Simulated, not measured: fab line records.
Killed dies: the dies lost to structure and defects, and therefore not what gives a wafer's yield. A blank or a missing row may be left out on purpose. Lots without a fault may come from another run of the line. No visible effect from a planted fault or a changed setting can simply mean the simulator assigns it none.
Which of the tools did it? + flow nand harc + Sampling: 12 lots, 36 wafers, 6 of 1302 route steps

== WHAT THE GAUGES SHOWED, per wafer ==
NHARC_P_M2_INSPECT_11.
| lot  | measured     | on                | raw defect count |
|------|--------------|-------------------|------------------|
| L949 | day 6 22:42  | defect inspect-02 | 5 2 7            |
| L951 | day 7 20:36  | defect inspect-02 | 7 8 10           |
| L952 | day 8 11:08  | defect inspect-01 | 3 4 6            |
| L953 | day 8 11:44  | defect inspect-01 | 4 8 3            |
| L954 | day 8 22:50  | defect inspect-01 | 3 6 0            |
| L955 | day 9 08:46  | defect inspect-01 | 3 6 1            |
| L956 | day 9 14:22  | defect inspect-01 | 5 6 6            |
| L960 | day 11 04:17 | defect inspect-02 | 5 3 3            |
| L961 | day 11 18:53 | defect inspect-02 | 1 1 3            |
| L963 | day 12 12:44 | defect inspect-01 | 11 8 10          |
| L968 | day 14 18:02 | defect inspect-02 | 606 617 616      |
| L969 | day 15 07:59 | defect inspect-02 | 632 603 610      |

NHARC_END_SORT_01.
| lot  | measured     | on        | defect limited yield (%) | killed at array | killed at other | killed at periphery | killed dies | killed open | killed short |
|------|--------------|-----------|--------------------------|-----------------|-----------------|---------------------|-------------|-------------|--------------|
| L953 | day 26 10:07 | prober-01 | 93 94 93                 | 49 40 47        | 1 0 0           | 0 4 2               | 50 44 49    | 3 2 2       | 1 4 2        |
| L968 | day 32 08:25 | prober-01 | 79 83 80                 | 52 34 52        | 1 0 0           | 89 83 84            | 142 117 136 | 1 2 2       | 3 0 1        |
| L969 | day 33 09:07 | prober-02 | 79 77 77                 | 61 67 55        | 0 0 1           | 81 87 97            | 142 154 153 | 5 3 4       | 0 0 3        |

== EACH LOT AND THE TOOL THAT RAN IT (in order: tool; ch and the chambers of the sampled wafers; start) ==
| lot  | NHARC_P_M1_DESCUM_14               | NHARC_P_M1_ANNEAL_31             | NHARC_P_M1_DEP_33               | NHARC_P_M2_ETCH_15                            |
|------|------------------------------------|----------------------------------|---------------------------------|-----------------------------------------------|
| L949 | rie diel-09 ch 0,2,3, day 6 18:37  | rtp anneal-01 ch 0, day 6 20:29  | pecvd-03 ch 0,1,2, day 6 21:29  | rie diel-06 ch 2,3, no start                  |
| L951 | rie diel-07 ch 2,3, day 7 16:30    | rtp anneal-01 ch 0, day 7 18:19  | pecvd-04 ch 0,1, day 7 19:19    | rie diel-06 ch 0,1,2, no start                |
| L952 | rie diel-09 ch 0,1,3, day 8 07:01  | rtp anneal-02 ch 0, day 8 08:51  | pecvd-01 ch 1,2, day 8 09:49    | rie diel-06 ch 0,1, no start                  |
| L953 | rie diel-09 ch 1,2,3, day 8 07:37  | rtp anneal-02 ch 0, day 8 09:31  | pecvd-03 ch 0,1, day 8 10:26    | rie diel-06 ch 1,2, day 26 10:07 or earlier   |
| L954 | rie diel-07 ch 0,2,3, day 8 18:52  | rtp anneal-01 ch 0, day 8 20:38  | pecvd-04 ch 0,1,2, day 8 21:35  | rie diel-06 ch 0,2,3, no start                |
| L955 | rie diel-07 ch 0,2,3, day 9 04:49  | rtp anneal-02 ch 0, day 9 06:36  | pecvd-03 ch 0,1, day 9 07:34    | rie diel-05 ch 0,2, no start                  |
| L956 | rie diel-09 ch 1,3, day 9 10:23    | rtp anneal-02 ch 0, day 9 12:13  | pecvd-04 ch 0,1, day 9 13:07    | rie diel-06 ch 2,3, no start                  |
| L960 | rie diel-07 ch 1,2,3, day 11 00:12 | rtp anneal-02 ch 0, day 11 01:59 | pecvd-03 ch 0,2, day 11 02:59   | rie diel-06 ch 0,1,3, no start                |
| L961 | rie diel-07 ch 0,1,2, day 11 14:48 | rtp anneal-01 ch 0, day 11 16:35 | pecvd-03 ch 0,1,2, day 11 17:31 | rie diel-05 ch 1,2, no start                  |
| L963 | rie diel-07 ch 2,3, day 12 08:17   | rtp anneal-02 ch 0, day 12 10:31 | pecvd-01 ch 1,2, day 12 11:29   | rie diel-06 ch 0,3, no start                  |
| L968 | rie diel-07 ch 2,3, day 14 13:23   | rtp anneal-02 ch 0, day 14 15:43 | pecvd-03 ch 0,1, day 14 16:41   | rie diel-06 ch 0,3, day 32 08:25 or earlier   |
| L969 | rie diel-09 ch 0,1,3, day 15 03:52 | rtp anneal-02 ch 0, day 15 05:42 | pecvd-03 ch 0,1, day 15 06:39   | rie diel-06 ch 1,2,3, day 33 09:07 or earlier |
- NHARC_P_M1_DESCUM_14: chemistry O2, time 3 s.
- NHARC_P_M1_ANNEAL_31: time 90 s.
- NHARC_P_M1_DEP_33: deposits SiCN, target thk 30 nm.
- NHARC_P_M2_ETCH_15: etches the open film in C4F8/Ar, target depth 182.5 nm, time 91.2 s.

== AS READ BY THE TOOLS THEMSELVES (means over the sampled wafers that have a number; for cases with no such wafer, the mark the record gives instead) ==
NHARC_P_M1_DESCUM_14.
| lot  | tool        | chamber pressure mTorr (mTorr) | drypump motor current A (A) | mfc ar sccm (sccm) | oes product au (a.u.) | rf vpp V (V) | showerhead plenum p Torr (Torr) | throttle valve pct (%) |
|------|-------------|--------------------------------|-----------------------------|--------------------|-----------------------|--------------|---------------------------------|------------------------|
| L949 | rie diel-09 | 59.98                          | 5.5                         | 0.014              | 1.004                 | 57.6         | 1.96                            | 11.314                 |
| L951 | rie diel-07 | 59.99                          | 5.5                         | 0.020              | 0.996                 | 58.4         | 1.99                            | 11.307                 |
| L952 | rie diel-09 | 59.99                          | 5.6                         | 0.025              | 0.999                 | 58.0         | 1.92                            | 11.316                 |
| L953 | rie diel-09 | 60.01                          | 6.0                         | 0.017              | 0.995                 | 58.5         | 1.92                            | 11.309                 |
| L954 | rie diel-07 | 59.97                          | 5.5                         | 0.010              | 1.006                 | 58.5         | 1.98                            | 11.317                 |
| L955 | rie diel-07 | 60.00                          | 5.5                         | 0.010              | 1.009                 | 58.3         | 1.98                            | 11.325                 |
| L956 | rie diel-09 | 60.04                          | 6.1                         | 0.028              | 1.003                 | 58.1         | 1.88                            | 11.319                 |
| L960 | rie diel-07 | 59.99                          | 5.8                         | 0.015              | 0.993                 | 57.8         | 1.95                            | 11.314                 |
| L961 | rie diel-07 | 60.02                          | 5.7                         | 0.015              | 1.003                 | 57.2         | 1.96                            | 11.315                 |
| L963 | rie diel-07 | 59.96                          | 5.6                         | 0.010              | 0.997                 | 57.6         | 1.96                            | 11.307                 |
| L968 | rie diel-07 | 60.05                          | 5.6                         | 0.010              | 1.000                 | 57.6         | 1.96                            | 11.305                 |
| L969 | rie diel-09 | 60.00                          | 5.6                         | 0.025              | 0.997                 | 57.7         | 1.92                            | 11.303                 |

NHARC_P_M1_ANNEAL_31.
| lot  | tool          | wafer_temp_C_max |
|------|---------------|------------------|
| L949 | rtp anneal-01 | 225.54           |
| L951 | rtp anneal-01 | 225.58           |
| L952 | rtp anneal-02 | 225.44           |
| L953 | rtp anneal-02 | 225.52           |
| L954 | rtp anneal-01 | 225.65           |
| L955 | rtp anneal-02 | 225.64           |
| L956 | rtp anneal-02 | 225.52           |
| L960 | rtp anneal-02 | 225.69           |
| L961 | rtp anneal-01 | 225.87           |
| L963 | rtp anneal-02 | 225.55           |
| L968 | rtp anneal-02 | 225.48           |
| L969 | rtp anneal-02 | 225.54           |

NHARC_P_M1_DEP_33.
| lot  | tool     | heater power w (W) |
|------|----------|--------------------|
| L949 | pecvd-03 | 583                |
| L951 | pecvd-04 | 646                |
| L952 | pecvd-01 | 542                |
| L953 | pecvd-03 | 561                |
| L954 | pecvd-04 | 534                |
| L955 | pecvd-03 | 663                |
| L956 | pecvd-04 | 593                |
| L960 | pecvd-03 | 616                |
| L961 | pecvd-03 | 624                |
| L963 | pecvd-01 | 533                |
| L968 | pecvd-03 | 650                |
| L969 | pecvd-03 | 612                |

NHARC_P_M2_ETCH_15.
| lot  | tool        | chamber pressure mTorr (mTorr) | oes product au (a.u.) | rf vpp V (V) |
|------|-------------|--------------------------------|-----------------------|--------------|
| L949 | rie diel-06 | 24.992                         | 0.969                 | 438.0        |
| L951 | rie diel-06 | 24.988                         | 0.922                 | 440.6        |
| L952 | rie diel-06 | 24.995                         | 0.977                 | 443.0        |
| L953 | rie diel-06 | 25.016                         | 0.978                 | 438.9        |
| L954 | rie diel-06 | 24.994                         | 0.930                 | 438.4        |
| L955 | rie diel-05 | 25.000                         | 0.929                 | 444.3        |
| L956 | rie diel-06 | 24.982                         | 0.975                 | 437.9        |
| L960 | rie diel-06 | 24.994                         | 0.973                 | 442.7        |
| L961 | rie diel-05 | 25.013                         | 0.972                 | 442.7        |
| L963 | rie diel-06 | 24.986                         | 0.930                 | 440.1        |
| L968 | rie diel-06 | 25.009                         | 0.972                 | 439.4        |
| L969 | rie diel-06 | 24.990                         | 0.935                 | 438.8        |

== THE ANSWER, worked out from the rows above alone ==
Rule: the usual values come from the lots themselves. The widest of any qualifying gaps counts: lots, ordered by their means at a reading, are off when they make up no more than a third of the lots, leave a main group of 4 or more, and stand apart from it by 3 or more times the standard deviation of that group's means. If all means in a main group match to the digits the tables above print for the reading, that group is not used. A lot without any number at a reading at which 4 lots or more have one is off too. Where the step has rows for the other lots, those lots are counted as sound. The gauges are gone through in route order, then the tools' own readings, and for those a lot's mean is taken as printed above. The first step at which some lot is off is used, and at that step the reading that is off furthest; a lot without a number counts as furthest.
Off: L968, L969 (NHARC_P_M2_INSPECT_11, raw defect count). Main group: mean 4.9, sd 2.3.
A tool fits if, at a process step before that reading, it ran every lot that is off, and no sound lot after the first of them. Gauges at NHARC_P_M2_INSPECT_11: tried the same way as those tools. Can't be told from this: 3 tools fit, rtp anneal-02 at NHARC_P_M1_ANNEAL_31, pecvd-03 at NHARC_P_M1_DEP_33, defect inspect-02 at NHARC_P_M2_INSPECT_11.

== WHAT THE SIMULATOR HAD INSERTED ==
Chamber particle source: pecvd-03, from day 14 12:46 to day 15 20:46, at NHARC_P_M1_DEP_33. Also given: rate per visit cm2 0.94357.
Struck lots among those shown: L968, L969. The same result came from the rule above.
